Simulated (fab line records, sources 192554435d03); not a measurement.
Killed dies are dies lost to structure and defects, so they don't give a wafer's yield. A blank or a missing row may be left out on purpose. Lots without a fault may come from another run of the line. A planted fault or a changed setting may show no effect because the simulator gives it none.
fab line records | flow n5_finfet
record lots=10 wafers=30 last_day=18
route steps=1938 shown BEOL_M4@1111 BEOL_M7@1284 PASSIVATION@1936
lots that met no fault: from a run of the same line without faults
start_h: hours from the record's first day to the start of the lot's first wafer shown | wait_h: hours since the lot's step before | " the same as in the row above | L1.1+2: a row that stands for several wafers | - no value, or no start given | * or withheld: withheld | < > ~ a bound
route shown NAME@n: a module of which the file shows steps, and the number in the route of the first | usual: mean/standard deviation of fault-free wafers | same: alike in all rows | chamber/n: place in a boat | sites: the reading at each site | _std_site: their standard deviation | _edge_site: outer sites' mean less inner sites' | radius_mm: how far each site lies from the wafer's centre | mask NAME#n: copy n | behind: the tool/chamber that last shaped the wafer | hold: why the lot was held/for how many hours/how that ended | device: the transistor (n, p or np) that didn't switch | end of line: the same wafers' tests at the end of the route | a step without rows: its recipe alone | killed: dies lost to structure and defects at the first sort, not the wafer's yield | map: a wafer's dies, x killed, . not, _ none there
set.NAME: the setting as run; set.NAME@STEP: as run at that earlier step | model.NAME: the simulator's own value behind a step, which no gauge read
steps of the route over a sample of lots; a table a step, a row a wafer
services: from which hour (start_h, from the record's first day; less than 0 if before it) a tool's chamber was out of use, for how many hours, and why
## steps
# step N5_BEOL_M4_RC_MEAS_101
# usual DIBL_N=35.9/1.7 DIBL_P=36.0/2.2 IOFF_N=0.16/0.031 IOFF_P=0.21/0.039 ION_N=678/13 ION_P=464/8.8 SS_N=71.5/0.61 SS_P=73.2/0.68 VT_N=249/3.3 VT_P=-250/3.8
# columns lot.wafer tool chamber start_h wait_h DIBL_N[mV/V] DIBL_P[mV/V] IOFF_N[nA/um] IOFF_P[nA/um] ION_N[uA/um] ION_P[uA/um] SS_N[mV/dec] SS_P[mV/dec] VT_N[mV] VT_P[mV]
L322.3 prober-01 0 217.54 0.3 38.3 38.9 0.19 0.23 684 459 71.8 74.7 250 -252
L322.4 " 0 " " 39.5 39.3 0.22 0.24 681 459 72.5 74.4 247 -253
L322.5 " 0 " " 38.3 38.3 0.18 0.22 672 453 71.8 73.9 249 -253
L323.2 prober-01 0 219.98 0.2 36.7 38.4 0.18 0.24 668 456 71.8 73.2 248 -246
L323.5 " 0 " " 35.5 36.3 0.17 0.21 678 463 71.5 73.5 251 -247
L323.6 " 0 " " 35.9 38.2 0.17 0.24 661 458 72.1 74.4 248 -247
L324.2 prober-01 0 226.65 0.2 34.1 34.7 0.13 0.17 665 454 71.1 72.4 252 -252
L324.3 " 0 " " 36.3 36.6 0.16 0.19 679 457 71.4 72.9 248 -251
L324.6 " 0 " " 34.5 34.4 0.13 0.16 664 451 71.0 72.5 251 -254
L325.2 prober-02 0 232.93 0.2 35.4 33.1 0.14 0.18 689 467 71.3 71.7 249 -250
L325.5 " 0 " " 40.4 40.4 0.26 0.31 717 480 72.2 73.7 241 -245
L325.6 " 0 " " 37.8 35.9 0.18 0.21 681 462 72.4 73.5 247 -248
L326.1 prober-02 0 235.40 0.0 36.7 37.8 0.17 0.21 673 458 71.7 73.6 248 -250
L326.3 " 0 " " 39.1 40.6 0.20 0.27 675 466 71.5 74.3 245 -247
L326.5 " 0 " " 36.3 37.5 0.16 0.22 666 463 71.2 73.8 247 -252
L327.1 prober-02 0 250.16 0.0 34.5 35.4 0.15 0.22 668 462 70.2 73.0 250 -247
L327.5 " 0 " " 34.2 35.6 0.15 0.23 682 470 71.2 72.5 249 -244
L327.6 " 0 " " 35.3 35.0 0.14 0.21 659 455 71.0 73.0 253 -251
L328.1 prober-02 0 261.70 0.0 34.3 35.5 0.17 0.20 677 457 71.5 73.0 249 -249
L328.3 " 0 " " 37.3 39.1 0.22 0.27 689 468 72.8 73.9 245 -247
L328.4 " 0 " " 35.8 36.8 0.19 0.22 693 464 72.2 72.6 248 -250
L331.2 prober-02 0 265.27 0.2 33.7 34.6 0.12 0.17 669 457 71.3 72.6 255 -252
L331.3 " 0 " " 34.4 35.5 0.14 0.18 670 460 71.1 73.0 251 -252
L331.6 " 0 " " 34.8 36.7 0.15 0.20 674 462 71.3 72.9 251 -252
L333.3 prober-02 0 281.73 0.3 35.3 33.9 0.13 0.17 651 447 71.1 72.2 255 -254
L333.4 " 0 " " 36.2 35.6 0.14 0.19 677 465 71.7 73.0 252 -251
L333.6 " 0 " " 34.4 33.5 0.12 0.16 655 452 71.4 72.7 255 -252
L337.3 prober-02 0 314.06 0.3 34.9 33.1 0.13 0.17 681 462 71.8 73.0 251 -252
L337.5 " 0 " " 38.4 38.7 0.20 0.25 688 463 72.1 73.7 245 -249
L337.6 " 0 " " 34.8 33.7 0.13 0.17 690 465 70.8 72.6 250 -254
# step N5_BEOL_M7_HM_OPEN_17
# recipe chemistry=Cl2/BCl3 target_depth_a=200 overetch_a=60 target=TiN mask_material=SOC ion_energy_ev=150 pressure_mtorr=10 icp_w=1000 bias_w=126 Cl2_flow_sccm=53.25 bcl3_flow_sccm=21.75 Ar_flow_sccm=25
# usual drypump_motor_current_A=6.01/0.24 oes_product_au=0.67/0.076 throttle_valve_pct=22.12/0.13
# columns lot.wafer tool chamber start_h wait_h drypump_motor_current_A oes_product_au rf_hours_counter_h throttle_valve_pct
L322.3 rie_metal-02 0 240.87 0.1 5.80 0.71 - 22.11
L322.4 " 1 " " 5.49 0.74 - 22.13
L322.5 " 1 " " 5.48 0.74 - 22.13
L323.2 rie_metal-03 0 246.56 0.0 6.22 0.75 15 22.20
L323.5 " 0 " " 6.22 0.74 - 22.21
L323.6 " 1 " " 6.04 0.59 - 21.94
L324.2 rie_metal-02 0 250.91 0.0 5.81 0.70 33 22.11
L324.3 " 1 " " 5.48 0.73 - 22.13
L324.6 " 1 " " 5.50 0.73 - 22.14
L325.2 rie_metal-03 0 256.75 0.0 6.22 0.75 16 22.23
L325.5 " 1 " " 6.07 0.59 - 21.96
L325.6 " 0 " " 6.22 0.74 - 22.22
L326.1 rie_metal-01 1 257.07 0.0 6.04 0.53 113 22.63
L326.3 " 1 " " 6.03 0.53 - 22.63
L326.5 " 1 " " 6.06 0.53 - 22.64
L327.1 rie_metal-03 1 279.32 0.0 6.01 0.59 71 21.99
L327.5 " 1 " " 6.02 0.60 - 21.97
L327.6 " 0 " " 6.25 0.72 - 22.24
L328.1 rie_metal-03 0 289.19 0.0 6.25 0.74 19 22.22
L328.3 " 0 " " 6.26 0.74 - 22.21
L328.4 " 1 " " 6.08 0.60 - 21.97
L331.2 rie_metal-03 0 290.56 0.0 6.26 0.73 19 22.25
L331.3 " 1 " " 6.03 0.59 - 21.98
L331.6 " 1 " " 6.05 0.59 - 21.98
L333.3 rie_metal-03 0 307.49 0.1 6.24 0.73 - 22.24
L333.4 " 1 " " 6.01 0.59 - 21.98
L333.6 " 0 " " 6.25 0.72 - 22.25
L337.3 rie_metal-02 0 342.30 0.1 5.82 0.69 - 22.12
L337.5 " 0 " " 5.82 0.68 - 22.13
L337.6 " 1 " " 5.48 0.71 - 22.16
# step N5_BEOL_M7_STRIP_19
# recipe chemistry=O2 power_w=400 temp_c=40 pressure_mtorr=30 rf_frequency_hz=6e+07 bias_power_w=0 overash_fraction=0.2 o2_flow_sccm=225
# usual drypump_motor_current_A=5.7/0.58 oes_product_au=0.80/0.091 rf_vpp_V=3.6/0.59 showerhead_plenum_p_Torr=2.10/0.068 throttle_valve_pct=16.63/0.29
# columns lot.wafer tool chamber start_h wait_h drypump_motor_current_A oes_product_au rf_hours_counter_h rf_vpp_V showerhead_plenum_p_Torr throttle_valve_pct
L322.3 rie_diel-04 2 240.95 0.1 5.7 0.86 42 4.1 2.16 16.80
L322.4 " 3 " " 6.6 0.69 208 3.7 2.00 17.09
L322.5 " 0 " " 5.7 0.94 - 3.8 2.14 16.79
L323.2 rie_diel-01 3 246.91 0.3 6.3 0.86 77 3.6 2.04 16.56
L323.5 " 0 " " 4.7 0.87 - 3.9 2.11 16.42
L323.6 " 1 " " 5.2 0.70 - 3.7 2.06 17.04
L324.2 rie_diel-01 2 251.02 0.1 6.1 0.92 39 4.3 2.02 16.16
L324.3 " 0 " " 4.7 0.85 66 3.3 2.11 16.45
L324.6 " 2 " " 6.1 0.91 - 3.4 2.02 16.14
L325.2 rie_diel-04 2 256.99 0.2 5.7 0.85 47 5.1 2.15 16.81
L325.5 " 0 " " 5.7 0.93 - 3.4 2.14 16.79
L325.6 " 3 " " 6.6 0.70 - 3.7 2.00 17.12
L326.1 rie_diel-03 0 257.18 0.1 5.0 0.82 90 4.1 2.12 16.28
L326.3 " 3 " " 6.2 0.70 226 3.4 2.17 16.80
L326.5 " 2 " " 5.5 0.68 - 2.6 2.00 17.05
L327.1 rie_diel-03 3 279.44 0.1 6.2 0.70 234 3.0 2.17 16.77
L327.5 " 0 " " 5.0 0.81 - 3.2 2.12 16.29
L327.6 " 3 " " 6.2 0.70 - 2.6 2.17 16.78
L328.1 rie_diel-01 3 289.30 0.1 6.4 0.84 89 3.9 2.03 16.54
L328.3 " 1 " " 5.2 0.68 240 2.8 2.06 17.10
L328.4 " 2 " " 6.1 0.89 49 3.9 2.02 16.17
L331.2 rie_diel-01 0 290.72 0.1 4.7 0.84 77 3.5 2.11 16.47
L331.3 " 2 " " 6.1 0.89 50 3.3 2.02 16.16
L331.6 " 2 " " 6.1 0.89 - 3.7 2.02 16.17
L333.3 rie_diel-03 3 307.57 0.1 6.3 0.68 246 3.3 2.16 16.81
L333.4 " 3 " " 6.3 0.69 - 3.6 2.16 16.82
L333.6 " 0 " " 5.1 0.80 - 4.1 2.11 16.31
L337.3 rie_diel-03 0 342.42 0.1 5.1 0.80 123 3.5 2.11 16.35
L337.5 " 0 " " 5.0 0.80 - 2.4 2.11 16.34
L337.6 " 1 " " 5.3 0.72 - 3.6 2.06 16.49
# step N5_BEOL_M7_ALD_77
# recipe material=TaN target_thk_a=20 temp_c=275 ald_precursor_family=PDMAT ald_co_reactant=NH3 pressure_torr=3 carrier_flow_sccm=1500 pulse_time_s=2 purge_time_s=3 co_reactant_purge_time_s=2 co_reactant_pulse_time_s=3 ald_cycles=40 precursor_vessel_temp_c=75 precursor_vessel_pressure_torr=26.25 precursor_vessel_carrier_sccm=1000
# usual ald_cycles=40/0 chamber_pressure_Torr=3.001/0.0066 heater_power_w=408/29 pulse_time_s=2/0
# columns lot.wafer tool chamber start_h wait_h ald_cycles chamber_pressure_Torr heater_power_w pulse_time_s since_wet_clean_h
L322.3 ald_metal-02 3 245.20 0.1 40 2.992 360 2 4524
L322.4 " 0 " " 40 3.003 409 2 4524
L322.5 " 0 " " 40 3.006 406 2 -
L323.2 ald_metal-04 3 251.56 0.0 - - - - -
L323.5 " 3 " " - - - - -
L323.6 " 0 " " - - - - -
L324.2 ald_metal-02 0 252.98 0.0 - - - - -
L324.3 " 2 " " - - - - -
L324.6 " 0 " " - - - - -
L326.1 ald_metal-02 3 259.88 0.3 - - - - -
L326.3 " 2 " " - - - - -
L326.5 " 3 " " - - - - -
L325.2 ald_metal-04 3 261.48 0.0 40 3.009 385 2 1463
L325.5 " 0 " " 40 2.995 424 2 -
L325.6 " 1 " " 40 3.000 459 2 -
L327.1 ald_metal-02 3 283.98 0.2 40 3.010 361 2 4562
L327.5 " 2 " " 40 2.996 418 2 -
L327.6 " 1 " " 40 2.996 433 2 -
L328.1 ald_metal-04 3 292.73 0.0 40 3.005 378 2 1494
L328.3 " 0 " " 40 2.993 419 2 1494
L328.4 " 1 " " 40 2.992 456 2 1494
L331.2 ald_metal-04 0 294.09 0.0 40 3.010 431 2 1495
L331.3 " 1 " " 40 3.003 451 2 1495
L331.6 " 1 " " 40 3.014 456 2 -
L333.3 ald_metal-04 1 310.30 0.0 40 3.007 452 2 1512
L333.4 " 0 " " 40 2.994 427 2 1512
L333.6 " 1 " " 40 3.012 456 2 -
L337.3 ald_metal-02 1 348.32 0.0 40 2.995 425 2 4627
L337.5 " 3 " " 40 3.015 351 2 -
L337.6 " 0 " " 40 2.997 402 2 -
# step N5_BEOL_M7_SURFACE_TREAT_79
# recipe gas=Ar time_s=* ion_energy_ev=* ion_current_ma_cm2=0.5 pressure_mtorr=* ar_flow_sccm=30
# usual throttle_valve_pct=*
# columns lot.wafer tool chamber start_h wait_h throttle_valve_pct
L322.3 pvd_sputter-02 - 245.48 0.2 *
L322.4 " - " " *
L322.5 " - " " *
L323.2 pvd_sputter-03 - 251.88 0.2 *
L323.5 " - " " *
L323.6 " - " " *
L324.2 pvd_sputter-01 - 253.33 0.2 *
L324.3 " - " " *
L324.6 " - " " *
L326.1 pvd_sputter-01 - 260.23 0.2 *
L326.3 " - " " *
L326.5 " - " " *
L325.2 pvd_sputter-03 - 261.78 0.2 *
L325.5 " - " " *
L325.6 " - " " *
L327.1 pvd_sputter-03 - 284.34 0.2 *
L327.5 " - " " *
L327.6 " - " " *
L328.1 pvd_sputter-03 - 293.04 0.2 *
L328.3 " - " " *
L328.4 " - " " *
L331.2 pvd_sputter-01 - 295.92 1.7 *
L331.3 " - " " *
L331.6 " - " " *
L333.3 pvd_sputter-02 - 310.60 0.2 *
L333.4 " - " " *
L333.6 " - " " *
L337.3 pvd_sputter-01 - 348.61 0.2 *
L337.5 " - " " *
L337.6 " - " " *
# step N5_PASSIVATION_PROBE_49
# usual defect_limited_yield=90.9/1.5 killed_at_M0_to_M3=36/10 killed_at_M4_up=13/5.5 killed_at_contacts=12/5.6 killed_at_front_end=42/12 killed_at_other=4/3.2 killed_dies=108/18 killed_on_rim=15/4.1 killed_open=71/13 killed_short=34/7.8 sort_bin_4_leakage=0/0 sort_bin_5_function=5.4/1 sort_bin_6_memory=3.4/0.68 sort_n_pass=1072/18 sort_yield_pct=90.9/1.5
# same gross_dies=1180 killed_at_back_side=0 sort_bin_8_speed[%]=0
# columns lot.wafer tool chamber start_h wait_h defect_limited_yield[%] killed_at_M0_to_M3 killed_at_M4_up killed_at_contacts killed_at_front_end killed_at_other killed_dies killed_on_rim killed_open killed_short sort_bin_4_leakage[%] sort_bin_5_function[%] sort_bin_6_memory[%] sort_n_pass sort_yield_pct[%]
L322.3 prober-01 - 320.25 0.1 93.1 22 17 5 35 2 81 10 52 28 0 3.9 2.7 1099 93.1
L322.4 prober-01 - 320.30 0.2 95.3 27 5 2 19 2 55 7 30 23 0 2.7 1.7 1125 95.3
L322.5 prober-01 - 320.35 0.2 91.9 25 8 10 53 0 96 8 53 38 0 5.0 2.6 1084 91.9
L326.1 prober-02 - 336.83 0.0 0 48 1085 5 36 6 1180 152 70 45 90.08 6.2 3.3 0 0
L326.3 prober-02 - 336.93 0.1 0 43 1084 3 46 4 1180 152 58 49 90.93 5.7 3.0 0 0
L326.5 prober-02 - 337.03 0.2 0 25 1099 14 40 2 1180 152 62 27 92.37 4.2 3.3 0 0
L323.2 prober-01 - 339.71 0.1 0 46 1086 21 24 3 1180 152 74 32 90.85 5.8 3.1 0 0
L323.5 prober-01 - 339.86 0.2 0 35 1059 30 54 2 1180 152 89 40 88.90 6.4 4.3 0 0
L323.6 prober-01 - 339.91 0.3 0 58 1076 15 30 1 1180 152 84 36 89.75 5.7 4.1 0 0
L324.2 prober-02 - 340.54 0.1 0 41 1102 8 19 10 1180 152 65 29 92.03 4.7 3.0 0 0
L324.3 prober-02 - 340.59 0.1 0 42 1085 10 39 4 1180 152 82 24 91.02 6.1 2.7 0 0
L324.6 prober-02 - 340.74 0.3 0 39 1102 8 29 2 1180 152 61 28 92.37 4.8 2.5 0 0
L325.2 prober-01 - 347.96 0.1 91.9 28 17 12 30 8 95 17 60 35 0 4.9 3.0 1085 91.9
L325.5 prober-01 - 348.11 0.2 91.4 29 14 20 32 6 101 7 70 26 0 5.3 2.9 1079 91.4
L325.6 prober-01 - 348.16 0.3 92.0 33 8 16 37 0 94 15 63 31 0 5.2 2.5 1086 92.0
L327.1 prober-01 - 355.14 0.0 93.1 25 12 11 29 4 81 12 46 35 0 4.4 2.1 1099 93.1
L327.5 prober-01 - 355.34 0.2 93.7 17 4 13 38 2 74 11 48 25 0 3.7 2.3 1106 93.7
L327.6 prober-01 - 355.39 0.3 91.9 22 9 23 38 4 96 13 60 35 0 4.3 3.3 1084 91.9
L328.1 prober-01 - 376.66 0.0 90.6 33 5 8 61 4 111 23 70 36 0 5.1 3.6 1069 90.6
L328.3 prober-01 - 376.76 0.1 89.7 26 4 18 70 4 122 16 92 29 0 6.4 3.7 1058 89.7
L328.4 prober-01 - 376.81 0.2 87.7 33 7 12 89 4 145 19 95 49 0 7.9 4.0 1035 87.7
L331.2 prober-02 - 380.91 0.1 89.9 54 13 13 26 13 119 18 79 40 0 6.4 3.1 1061 89.9
L331.3 prober-02 - 380.96 0.1 88.6 41 22 19 45 8 135 12 94 39 0 7.5 3.6 1045 88.6
L331.6 prober-02 - 381.11 0.3 90.6 45 11 10 40 5 111 13 83 28 0 5.3 3.9 1069 90.6
L333.3 prober-01 - 399.21 0.1 90.4 40 8 5 47 13 113 17 73 38 0 5.8 3.3 1067 90.4
L333.4 prober-01 - 399.26 0.2 92.6 38 11 7 24 7 87 8 56 27 0 4.3 2.9 1093 92.6
L333.6 prober-01 - 399.36 0.3 91.0 34 10 10 46 6 106 11 71 32 0 4.3 4.3 1074 91.0
L337.3 prober-01 - 440.56 0.1 89.2 33 17 14 55 8 127 14 84 41 0 5.8 4.7 1053 89.2
L337.5 prober-01 - 440.66 0.2 91.3 34 7 18 35 9 103 14 61 42 0 5.0 3.3 1077 91.3
L337.6 prober-01 - 440.71 0.3 92.0 15 14 17 45 3 94 14 61 32 0 4.8 2.6 1086 92.0
# killed by level:class
L322.3 FIN_SAQP:geometric_particle:open=10 BEOL_M0_SAQP:geometric_particle:short=8 BEOL_M4:geometric_particle:open=6 FIN_SAQP:geometric_particle:short=4 DUMMY_GATE:geometric_particle:open=4 BEOL_M5:geometric_particle:open=4 ILD0:geometric_particle:short=3 MOL_CONTACT_COAG:geometric_particle:open=3
L322.4 BEOL_M0_SAQP:geometric_particle:short=8 BEOL_M0_SAQP:geometric_particle:open=5 DUMMY_GATE:geometric_particle:open=4 FIN_SAQP:geometric_particle:open=3 BEOL_M1:geometric_particle:open=3 BEOL_M3:geometric_particle:open=3 FIN_CUT:geometric_particle:short=2 MOL_CONTACT_COAG:geometric_particle:open=2
L322.5 FIN_SAQP:geometric_particle:open=17 FIN_SAQP:geometric_particle:short=12 BEOL_M2:geometric_particle:open=9 MOL_CONTACT_COAG:geometric_particle:open=5 MOL_CONTACT_COAG:geometric_particle:short=5 GATE_CUT:geometric_particle:short=4 BEOL_M0_SAQP:geometric_particle:short=4 BEOL_M3:geometric_particle:open=4
L326.1 BEOL_M7:area_ald=1061 FIN_SAQP:geometric_particle:open=10 BEOL_M0_SAQP:geometric_particle:short=10 BEOL_M2:geometric_particle:open=10 FIN_SAQP:geometric_particle:short=7 BEOL_M0:geometric_particle:short=7 BEOL_M3:geometric_particle:open=7 BEOL_M4:geometric_particle:open=7
L326.3 BEOL_M7:area_ald=1070 STI_FIN_REVEAL:geometric_particle:open=16 BEOL_M0_SAQP:geometric_particle:short=11 STARTING-WAFER:geometric_particle:short=9 FIN_SAQP:geometric_particle:short=8 BEOL_M2:geometric_particle:open=8 BEOL_M0_SAQP:geometric_particle:open=8 BEOL_M0:geometric_particle:short=4
L326.5 BEOL_M7:area_ald=1087 MOL_CONTACT_COAG:geometric_particle:open=13 BEOL_M2:geometric_particle:open=8 STI_FIN_REVEAL:geometric_particle:open=8 GATE_CUT:geometric_particle:short=8 FIN_SAQP:geometric_particle:open=7 BEOL_M0_SAQP:geometric_particle:short=7 DUMMY_GATE:geometric_particle:open=6
L323.2 BEOL_M7:area_ald=1065 MOL_CONTACT_COAG:geometric_particle:open=17 BEOL_M3:geometric_particle:open=12 BEOL_M2:geometric_particle:open=10 BEOL_M1:geometric_particle:open=7 M7:area_ald=7 STI_FIN_REVEAL:geometric_particle:open=6 BEOL_M3:geometric_particle:short=5
L323.5 BEOL_M7:area_ald=1046 MOL_CONTACT_COAG:geometric_particle:open=26 STI_FIN_REVEAL:geometric_particle:open=17 FIN_SAQP:geometric_particle:short=11 BEOL_M2:geometric_particle:open=8 BEOL_M3:geometric_particle:open=8 FIN_SAQP:geometric_particle:open=7 STI_FIN_REVEAL:geometric_particle:short=4
L323.6 BEOL_M7:area_ald=1055 BEOL_M3:geometric_particle:open=16 MOL_CONTACT_COAG:geometric_particle:open=14 BEOL_M1:geometric_particle:open=12 BEOL_M0_SAQP:geometric_particle:short=9 BEOL_M0_SAQP:geometric_particle:open=8 BEOL_M2:geometric_particle:open=7 BEOL_M4:geometric_particle:open=7
L324.2 BEOL_M7:area_ald=1084 BEOL_M2:geometric_particle:open=9 BEOL_M1:geometric_particle:open=9 BEOL_M3:geometric_particle:open=8 MOL_CONTACT_COAG:geometric_particle:open=7 BEOL_M4:geometric_particle:open=7 BEOL_M1:geometric_particle:short=5 FIN_SAQP:geometric_particle:open=4
L324.3 BEOL_M7:area_ald=1072 BEOL_M2:geometric_particle:open=24 STI_FIN_REVEAL:geometric_particle:open=12 MOL_CONTACT_COAG:geometric_particle:open=8 GATE_CUT:geometric_particle:short=6 BEOL_M0_SAQP:geometric_particle:open=6 BEOL_M4:geometric_particle:open=5 BEOL_M1:geometric_particle:open=4
L324.6 BEOL_M7:area_ald=1085 BEOL_M1:geometric_particle:open=10 BEOL_M2:geometric_particle:open=10 FIN_SAQP:geometric_particle:open=6 MOL_CONTACT_COAG:geometric_particle:open=6 BEOL_M0_SAQP:geometric_particle:short=5 BEOL_M3:geometric_particle:open=5 BEOL_M8:geometric_particle:open=5
L325.2 BEOL_M4:geometric_particle:open=13 BEOL_M0_SAQP:geometric_particle:short=11 MOL_CONTACT_COAG:geometric_particle:open=10 STI_FIN_REVEAL:geometric_particle:open=8 DUMMY_GATE:geometric_particle:open=7 BEOL_M0_SAQP:geometric_particle:open=6 FIN_SAQP:geometric_particle:short=5 BEOL_M1:geometric_particle:open=4
L325.5 MOL_CONTACT_COAG:geometric_particle:open=13 STI_FIN_REVEAL:geometric_particle:open=10 BEOL_M1:geometric_particle:open=10 DUMMY_GATE:geometric_particle:open=7 MOL_CONTACT_COAG:geometric_particle:short=7 BEOL_M3:geometric_particle:open=5 BEOL_M0_SAQP:geometric_particle:open=4 BEOL_M0_SAQP:geometric_particle:short=4
L325.6 MOL_CONTACT_COAG:geometric_particle:open=15 BEOL_M0_SAQP:geometric_particle:short=9 STI_FIN_REVEAL:geometric_particle:open=8 BEOL_M0_SAQP:geometric_particle:open=8 DUMMY_GATE:geometric_particle:short=6 BEOL_M1:geometric_particle:open=6 DUMMY_GATE:geometric_particle:open=5 BEOL_M3:geometric_particle:open=5
L327.1 MOL_CONTACT_COAG:geometric_particle:open=9 FIN_SAQP:geometric_particle:open=7 BEOL_M1:geometric_particle:open=7 FIN_SAQP:geometric_particle:short=6 GATE_CUT:geometric_particle:short=5 BEOL_M2:geometric_particle:open=5 BEOL_M0_SAQP:geometric_particle:short=4 STARTING-WAFER:geometric_particle:short=4
L327.5 FIN_SAQP:geometric_particle:short=11 STI_FIN_REVEAL:geometric_particle:open=8 MOL_CONTACT_COAG:geometric_particle:open=8 FIN_SAQP:geometric_particle:open=6 DUMMY_GATE:geometric_particle:open=5 MOL_CONTACT_COAG:geometric_particle:short=5 BEOL_M1:geometric_particle:open=5 BEOL_M3:geometric_particle:open=5
L327.6 MOL_CONTACT_COAG:geometric_particle:open=17 GATE_CUT:geometric_particle:short=10 FIN_SAQP:geometric_particle:short=8 FIN_SAQP:geometric_particle:open=8 BEOL_M2:geometric_particle:open=8 MOL_CONTACT_COAG:geometric_particle:short=6 BEOL_M3:geometric_particle:open=4 DUMMY_GATE:geometric_particle:open=3
L328.1 FIN_SAQP:geometric_particle:open=19 STI_FIN_REVEAL:geometric_particle:open=15 BEOL_M0_SAQP:geometric_particle:short=12 MOL_CONTACT_COAG:geometric_particle:open=8 FIN_SAQP:geometric_particle:short=7 BEOL_M0_SAQP:geometric_particle:open=7 HKMG_FIN:area_etch=5 BEOL_M1:geometric_particle:open=4
L328.3 FIN_SAQP:geometric_particle:open=33 MOL_CONTACT_COAG:geometric_particle:open=16 FIN_SAQP:geometric_particle:short=12 STI_FIN_REVEAL:geometric_particle:open=7 BEOL_M0_SAQP:geometric_particle:short=6 GATE_CUT:geometric_particle:open=5 BEOL_M1:geometric_particle:open=5 BEOL_M3:geometric_particle:open=5
L328.4 FIN_SAQP:geometric_particle:open=23 STI_FIN_REVEAL:geometric_particle:open=20 FIN_SAQP:geometric_particle:short=17 BEOL_M3:geometric_particle:open=10 MOL_CONTACT_COAG:geometric_particle:open=9 BEOL_M0_SAQP:geometric_particle:open=6 STI_FIN_REVEAL:geometric_particle:short=5 BEOL_M0_SAQP:geometric_particle:short=5
L331.2 BEOL_M3:geometric_particle:open=18 BEOL_M0_SAQP:geometric_particle:short=15 STI_FIN_REVEAL:geometric_particle:open=10 MOL_CONTACT_COAG:geometric_particle:open=10 BEOL_M0_SAQP:geometric_particle:open=10 DUMMY_GATE:geometric_particle:open=6 BEOL_M1:geometric_particle:open=6 MIM_TOP:geometric_particle:short=5
L331.3 STI_FIN_REVEAL:geometric_particle:open=25 MOL_CONTACT_COAG:geometric_particle:open=14 BEOL_M0_SAQP:geometric_particle:short=9 BEOL_M0_SAQP:geometric_particle:open=9 BEOL_M4:geometric_particle:open=9 BEOL_M3:geometric_particle:open=7 MOL_CONTACT_COAG:geometric_particle:short=5 GATE_CUT:geometric_particle:short=4
L331.6 STI_FIN_REVEAL:geometric_particle:open=24 BEOL_M0_SAQP:geometric_particle:short=12 MOL_CONTACT_COAG:geometric_particle:open=9 BEOL_M0_SAQP:geometric_particle:open=9 BEOL_M3:geometric_particle:open=8 BEOL_M2:geometric_particle:open=5 BEOL_M0:geometric_particle:open=4 PASS1_CAP:geometric_particle:open=4
L333.3 FIN_SAQP:geometric_particle:short=14 FIN_SAQP:geometric_particle:open=11 BEOL_M0_SAQP:geometric_particle:short=11 BEOL_M2:geometric_particle:open=9 STI_FIN_REVEAL:geometric_particle:open=8 BEOL_M0_SAQP:geometric_particle:open=8 MIM_TOP_ETCH:geometric_particle:open=7 MOL_CONTACT_COAG:geometric_particle:open=5
L333.4 BEOL_M1:geometric_particle:open=11 BEOL_M0_SAQP:geometric_particle:short=9 MOL_CONTACT_COAG:geometric_particle:open=7 BEOL_M0_SAQP:geometric_particle:open=6 BEOL_M2:geometric_particle:open=6 STI_FIN_REVEAL:geometric_particle:open=5 BEOL_M5:geometric_particle:open=5 FIN_SAQP:geometric_particle:short=4
L333.6 STI_FIN_REVEAL:geometric_particle:open=11 MOL_CONTACT_COAG:geometric_particle:open=7 BEOL_M0_SAQP:geometric_particle:short=6 SPACER0:geometric_particle:open=6 BEOL_M3:geometric_particle:open=6 FIN_SAQP:geometric_particle:open=5 BEOL_M0_SAQP:geometric_particle:open=5 BEOL_M1:geometric_particle:open=5
L337.3 FIN_SAQP:geometric_particle:open=13 FIN_SAQP:geometric_particle:short=10 BEOL_M3:geometric_particle:open=10 BEOL_M0_SAQP:geometric_particle:open=10 STI_FIN_REVEAL:geometric_particle:open=9 MOL_CONTACT_COAG:geometric_particle:open=9 BEOL_M4:geometric_particle:open=7 MOL_CONTACT_COAG:geometric_particle:short=5
L337.5 MOL_CONTACT_COAG:geometric_particle:open=13 BEOL_M0_SAQP:geometric_particle:short=13 BEOL_M0_SAQP:geometric_particle:open=8 FIN_SAQP:geometric_particle:short=7 STI_FIN_REVEAL:geometric_particle:open=7 FIN_SAQP:geometric_particle:open=6 BEOL_M4:geometric_particle:open=5 MOL_CONTACT_COAG:geometric_particle:short=5
L337.6 STI_FIN_REVEAL:geometric_particle:open=14 MOL_CONTACT_COAG:geometric_particle:open=14 BEOL_M4:geometric_particle:open=6 FIN_SAQP:geometric_particle:short=5 FIN_SAQP:geometric_particle:open=5 BEOL_M1:geometric_particle:short=5 DUMMY_GATE:geometric_particle:open=4 ILD0:geometric_particle:open=4
## services
# columns tool chamber start_h hours kind
ald_metal-04 - 218.32 1.2 pm
rie_diel-04 1 221.30 13.8 repair
ald_metal-02 - 229.87 1.3 repair
rie_metal-01 0 230.40 9.5 repair
rie_metal-01 - 231.09 1.8 repair
ald_metal-02 1 236.96 4.1 repair
rie_diel-01 1 240.27 4.0 repair
ald_metal-04 1 244.04 - calibration
rie_diel-03 2 265.86 - clean
rie_diel-03 2 265.86 - consumable_replace:focus_ring
rie_diel-03 2 265.86 - consumable_replace:showerhead
rie_diel-03 2 265.86 14.9 scheduled_down
rie_diel-03 2 265.86 14.9 vent_cycle
ald_metal-04 1 271.72 1.9 repair
rie_diel-04 2 273.35 7.5 repair
pvd_sputter-02 - 279.52 3.8 repair
ald_metal-02 - 316.05 14.6 pm
rie_diel-03 3 316.84 - clean
rie_diel-03 3 316.84 - consumable_replace:focus_ring
rie_diel-03 3 316.84 13.1 scheduled_down
pvd_sputter-01 - 320.04 19.6 repair
rie_metal-01 1 328.92 3.0 repair
rie_diel-04 1 328.93 6.7 repair
ald_metal-04 - 345.51 3.0 repair
## key
first_sign step=N5_BEOL_M7_ALD_77 reading=tool_record direction=missing
effect step=N5_PASSIVATION_PROBE_49 reading=sort_bin_4_leakage direction=up sigmas=99+ usual=0 struck=90.92
more_kills_born_at N5_BEOL_M7_ALD_77@ald_metal-02=6476 N5_BEOL_M7_ALD_77@ald_metal-04=3180
met_at N5_BEOL_M7_ALD_77
struck_lots L323,L324,L326
later_rows_left_out L323.2,L323.5,L323.6,L324.2,L324.3,L324.6,L326.1,L326.3,L326.5
not_acting_at N5_BEOL_M7_HM_OPEN_17,N5_BEOL_M7_STRIP_19,N5_BEOL_M7_SURFACE_TREAT_79
onset_between 245.20 251.56
fault kind=skipped_step_whole tool=ald_metal-02,ald_metal-04 chamber=- onset_h=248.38 steps=N5_BEOL_M7_ALD_77 scope=struck_lots_only
# later_rows_left_out: the simulator's readings of these wafers behind a module that went badly wrong aren't trusted and aren't shown, but for the sort
